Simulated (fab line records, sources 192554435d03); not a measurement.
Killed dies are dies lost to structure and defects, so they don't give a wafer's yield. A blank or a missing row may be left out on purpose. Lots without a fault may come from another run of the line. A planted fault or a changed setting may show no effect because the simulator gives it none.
Which tool did it? | flow n5_finfet | 10 lots, 29 wafers sampled, at 4 steps of a route of 1938

WHAT THE GAUGES READ, wafer by wafer
The record holds no reading of a measuring or inspecting step that can be judged against a usual standard deviation.

WHICH TOOL RAN EACH LOT (tool, then ch and the chambers of the sampled wafers, then the start)
lot  | N5_BEOL_M4_ETCH_77                 | N5_PASSIVATION_VIA_ETCH_13         | N5_PASSIVATION_PASS_ETCH_47        | N5_PASSIVATION_PROBE_49
L396 | rie_diel-05 ch 0,3, day 7 11:48    | rie_diel-06 ch 1,2, day 11 23:16   | rie_diel-03 ch 0,2,3, day 12 02:45 | prober-02, day 12 05:45
L397 | rie_diel-03 ch 0,2,3, day 7 19:40  | rie_diel-04 ch 1,3, day 12 07:44   | rie_diel-03 ch 1,2, day 12 11:19   | prober-01, day 12 14:50
L398 | rie_diel-01 ch 0, day 8 02:59      | rie_diel-06 ch 2, day 13 05:19     | rie_diel-03 ch 1, day 13 11:49     | prober-01, day 13 15:30
L400 | rie_diel-05 ch 2,3, day 8 13:53    | rie_diel-02 ch 0,2,3, day 13 08:08 | rie_diel-03 ch 1,2,3, day 13 13:09 | prober-02, day 13 16:38
L403 | rie_diel-03 ch 0,1,3, day 9 21:01  | rie_diel-02 ch 2,3, day 14 01:14   | rie_diel-05 ch 0,1,2, day 14 04:56 | prober-01, day 14 07:57
L405 | rie_diel-03 ch 0,2,3, day 9 22:53  | rie_diel-04 ch 0,2,3, day 14 01:46 | rie_diel-01 ch 0,2,3, day 14 05:08 | prober-01, day 14 08:40
L406 | rie_diel-05 ch 0,2,3, day 10 20:52 | rie_diel-02 ch 1,2,3, day 16 05:49 | rie_diel-05 ch 0,1,2, day 16 08:59 | prober-02, day 16 12:03
L409 | rie_diel-03 ch 0,1, day 11 05:23   | rie_diel-06 ch 1,2, day 16 12:40   | rie_diel-01 ch 0,2,3, day 16 16:22 | prober-02, day 16 19:23
L412 | rie_diel-05 ch 0,3, day 11 14:02   | rie_diel-02 ch 0,1,3, day 16 14:20 | rie_diel-03 ch 1,2, day 16 17:32   | prober-02, day 16 20:37
L416 | rie_diel-03 ch 1,3, day 13 03:04   | rie_diel-04 ch 0,1,3, day 17 20:55 | rie_diel-03 ch 1,2,3, day 18 00:25 | prober-02, day 18 03:32
- N5_BEOL_M4_ETCH_77: etches underlayer in N2/H2, target depth 6.5 nm, time 5.2 s.
- N5_PASSIVATION_VIA_ETCH_13: etches SiO2 in CHF3/O2, target depth 660 nm, time 330 s.
- N5_PASSIVATION_PASS_ETCH_47: etches SiNx in CF4/O2, target depth 770 nm, time 385 s.
- N5_PASSIVATION_PROBE_49

WHAT THE TOOLS THEMSELVES READ (means of the sampled wafers that have a number; where no wafer has one, the mark that the record gives instead)
N5_BEOL_M4_ETCH_77. Usual: drypump_motor_current_A 5.6 A, standard deviation 0.42; etch_rf_on_time_s 5.21 s, standard deviation 0.16; oes_product_au 0.69 a.u., standard deviation 0.075; rf_vpp_V 525 V, standard deviation 3.1; showerhead_plenum_p_Torr 2.57 Torr, standard deviation 0.098; throttle_valve_pct 17.8 %, standard deviation 0.38.
lot  | tool        | drypump_motor_current_A (A) | etch_rf_on_time_s (s) | oes_product_au (a.u.) | rf_vpp_V (V) | showerhead_plenum_p_Torr (Torr) | throttle_valve_pct (%) | flag
L396 | rie_diel-05 | 5.2                         | 5.16                  | 0.76                  | 525          | 2.55                            | 17.3                   |
L397 | rie_diel-03 | 5.6                         | 5.27                  | 0.69                  | 526          | 2.59                            | 17.7                   |
L398 | rie_diel-01 | 5.8                         | 5.22                  | 0.81                  | 524          | 2.59                            | 17.8                   |
L400 | rie_diel-05 | 6.1                         | 5.14                  | 0.71                  | 523          | 2.47                            | 17.4                   |
L403 | rie_diel-03 | 5.3                         | 5.21                  | 0.69                  | 524          | 2.60                            | 17.9                   |
L405 | rie_diel-03 | 5.6                         | 5.24                  | 0.67                  | 523          | 2.58                            | 17.8                   |
L406 | rie_diel-05 | 5.6                         | 5.22                  | 0.68                  | 522          | 2.51                            | 17.5                   |
L409 | rie_diel-03 | 5.3                         | 5.18                  | 0.65                  | 522          | 2.52                            | 18.3                   |
L412 | rie_diel-05 | 5.2                         | 5.28                  | 0.71                  | 525          | 2.54                            | 17.4                   |
L416 | rie_diel-03 | 5.3                         | 5.32                  | 0.68                  | 528          | 2.66                            | 17.7                   |

N5_PASSIVATION_VIA_ETCH_13. Usual: CHF3_flow_sccm 50.01 sccm, standard deviation 0.15; drypump_motor_current_A 5.5 A, standard deviation 0.39; etch_rf_on_time_s 235 s, standard deviation 7; oes_f_703_au 0.82 a.u., standard deviation 0.079; oes_product_au 0.74 a.u., standard deviation 0.074; rf_vpp_V 532 V, standard deviation 15; showerhead_plenum_p_Torr 2.40 Torr, standard deviation 0.072; throttle_valve_pct 18.90 %, standard deviation 0.16.
lot  | tool        | CHF3_flow_sccm (sccm) | drypump_motor_current_A (A) | etch_rf_on_time_s (s) | oes_f_703_au (a.u.) | oes_product_au (a.u.) | rf_vpp_V (V) | showerhead_plenum_p_Torr (Torr) | throttle_valve_pct (%) | flag
L396 | rie_diel-06 | 49.98                 | 5.6                         | 232                   | 0.81                | 0.72                  | 531          | 2.36                            | 19.00                  |
L397 | rie_diel-04 | 50.00                 | 5.3                         | 235                   | 0.78                | 0.71                  | 530          | 2.45                            | 18.97                  |
L398 | rie_diel-06 | 50.22                 | 6.1                         | 230                   | 0.76                | 0.68                  | 530          | 2.37                            | 18.77                  |
L400 | rie_diel-02 | 49.94                 | 5.4                         | 232                   | 0.90                | 0.81                  | 525          | 2.43                            | 18.86                  |
L403 | rie_diel-02 | 50.06                 | 5.8                         | 229                   | 0.88                | 0.78                  | 520          | 2.41                            | 18.78                  |
L405 | rie_diel-04 | 50.02                 | 5.6                         | 238                   | 0.74                | 0.66                  | 524          | 2.38                            | 18.94                  |
L406 | rie_diel-02 | 50.06                 | 5.8                         | 229                   | 0.88                | 0.79                  | 533          | 2.41                            | 18.80                  |
L409 | rie_diel-06 | 50.06                 | 5.6                         | 222                   | 0.78                | 0.70                  | 529          | 2.34                            | 19.06                  |
L412 | rie_diel-02 | 50.10                 | 5.5                         | 236                   | 0.88                | 0.80                  | 538          | 2.42                            | 18.90                  |
L416 | rie_diel-04 | 49.93                 | 5.4                         | 245                   | 0.85                | 0.77                  | 538          | 2.39                            | 18.86                  |

N5_PASSIVATION_PASS_ETCH_47. Usual: cf4_flow_sccm 100.03 sccm, standard deviation 0.28; drypump_motor_current_A 5.5 A, standard deviation 0.44; oes_f_703_au 0.81 a.u., standard deviation 0.082; oes_product_au 0.81 a.u., standard deviation 0.07; rf_vpp_V 242 V, standard deviation 7.3; showerhead_plenum_p_Torr 2.24 Torr, standard deviation 0.079; throttle_valve_pct 15.86 %, standard deviation 0.19.
lot  | tool        | cf4_flow_sccm (sccm) | drypump_motor_current_A (A) | oes_f_703_au (a.u.) | oes_product_au (a.u.) | rf_vpp_V (V) | showerhead_plenum_p_Torr (Torr) | throttle_valve_pct (%) | flag
L396 | rie_diel-03 | 100.01               | 5.7                         | 0.76                | 0.77                  | 246          | 2.24                            | 15.94                  |
L397 | rie_diel-03 | 100.35               | 5.6                         | 0.87                | 0.85                  | 247          | 2.33                            | 15.67                  |
L398 | rie_diel-03 | 100.49               | 5.0                         | 0.90                | 0.86                  | 246          | 2.33                            | 15.77                  |
L400 | rie_diel-03 | 100.02               | 5.5                         | 0.82                | 0.81                  | 247          | 2.32                            | 15.77                  |
L403 | rie_diel-05 | 99.97                | 5.3                         | 0.87                | 0.86                  | 240          | 2.17                            | 15.81                  |
L405 | rie_diel-01 | 99.73                | 5.8                         | 0.81                | 0.81                  | 239          | 2.25                            | 15.85                  |
L406 | rie_diel-05 | 100.14               | 5.4                         | 0.84                | 0.82                  | 240          | 2.16                            | 15.83                  |
L409 | rie_diel-01 | 100.14               | 5.8                         | 0.78                | 0.79                  | 239          | 2.25                            | 15.90                  |
L412 | rie_diel-03 | 100.07               | 5.7                         | 0.82                | 0.80                  | 247          | 2.31                            | 15.74                  |
L416 | rie_diel-03 | 99.91                | 5.5                         | 0.78                | 0.77                  | 247          | 2.30                            | 15.85                  |

N5_PASSIVATION_PROBE_49. Usual: defect_limited_yield 91.0 %, standard deviation 1.4; killed_at_M0_to_M3 35, standard deviation 10; killed_at_M4_up 14, standard deviation 5.5; killed_at_contacts 13, standard deviation 5.6; killed_at_front_end 41, standard deviation 11; killed_at_other 4, standard deviation 3.4; killed_dies 106, standard deviation 16; killed_open 68, standard deviation 12; killed_short 35, standard deviation 7.3; sort_bin_4_leakage 0.3 %, standard deviation 2.1; sort_bin_5_function 5.3 %, standard deviation 0.89; sort_bin_6_memory 3.4 %, standard deviation 0.67; sort_n_pass 1070, standard deviation 28; sort_yield_pct 90.7 %, standard deviation 2.4.
lot  | tool      | defect_limited_yield (%) | killed_at_M0_to_M3 | killed_at_M4_up | killed_at_contacts | killed_at_front_end | killed_at_other | killed_dies | killed_open | killed_short | sort_bin_4_leakage (%) | sort_bin_5_function (%) | sort_bin_6_memory (%) | sort_n_pass | sort_yield_pct (%) | flag
L396 | prober-02 | 91.3                     | 29                 | 18              | 6                  | 42                  | 7               | 102         | 64          | 33           | 0.0                    | 4.9                     | 3.4                   | 1078        | 91.3               |
L397 | prober-01 | 91.2                     | 37                 | 15              | 9                  | 37                  | 5               | 104         | 69          | 29           | 0.0                    | 5.1                     | 3.0                   | 1076        | 91.2               |
L398 | prober-01 | 89.5                     | 35                 | 12              | 18                 | 54                  | 4               | 124         | 86          | 38           | 0.0                    | 6.5                     | 3.8                   | 1056        | 89.5               |
L400 | prober-02 | 91.1                     | 37                 | 15              | 16                 | 34                  | 3               | 105         | 70          | 33           | 0.1                    | 5.5                     | 3.2                   | 1074        | 91.0               |
L403 | prober-01 | 91.0                     | 49                 | 13              | 10                 | 25                  | 10              | 106         | 69          | 31           | 0.0                    | 5.1                     | 3.6                   | 1074        | 91.0               |
L405 | prober-01 | 89.9                     | 36                 | 21              | 10                 | 50                  | 1               | 119         | 84          | 31           | 0.0                    | 6.1                     | 3.7                   | 1061        | 89.9               |
L406 | prober-02 | 90.4                     | 30                 | 19              | 16                 | 45                  | 2               | 113         | 78          | 29           | 0.1                    | 5.2                     | 3.8                   | 1066        | 90.4               |
L409 | prober-02 | 91.7                     | 30                 | 10              | 11                 | 45                  | 3               | 98          | 59          | 36           | 0.0                    | 4.9                     | 2.9                   | 1082        | 91.7               |
L412 | prober-02 | 85.8                     | 47                 | 59              | 19                 | 38                  | 4               | 168         | 78          | 41           | 0.0                    | 8.3                     | 4.4                   | 1012        | 85.8               | OFF
L416 | prober-02 | 90.4                     | 33                 | 13              | 19                 | 45                  | 3               | 113         | 68          | 41           | 0.0                    | 5.3                     | 3.6                   | 1067        | 90.4               |

THE ANSWER, worked out from the rows above alone
Rule: a lot is off if the mean of its wafers that have a number lies more than 3 standard deviations from the usual mean. A lot without any number at a reading at which 4 lots or more have one is off too. The other lots that the step has rows for count as sound. The gauges are gone through in route order, then the tools' own readings, and for those a lot's mean is taken as printed above. The first step at which some lot is off is used, and at that step the reading that is off furthest; a lot without a number counts as furthest.
Off: L412, at N5_PASSIVATION_PROBE_49 (killed_at_M4_up).
A tool fits if, at that step or a process step before it, it ran every lot that is off, and no sound lot after the first of them. Can't be told from this: 2 tools fit, rie_diel-05 at N5_BEOL_M4_ETCH_77, rie_diel-02 at N5_PASSIVATION_VIA_ETCH_13.

WHAT THE SIMULATOR HAD PUT IN
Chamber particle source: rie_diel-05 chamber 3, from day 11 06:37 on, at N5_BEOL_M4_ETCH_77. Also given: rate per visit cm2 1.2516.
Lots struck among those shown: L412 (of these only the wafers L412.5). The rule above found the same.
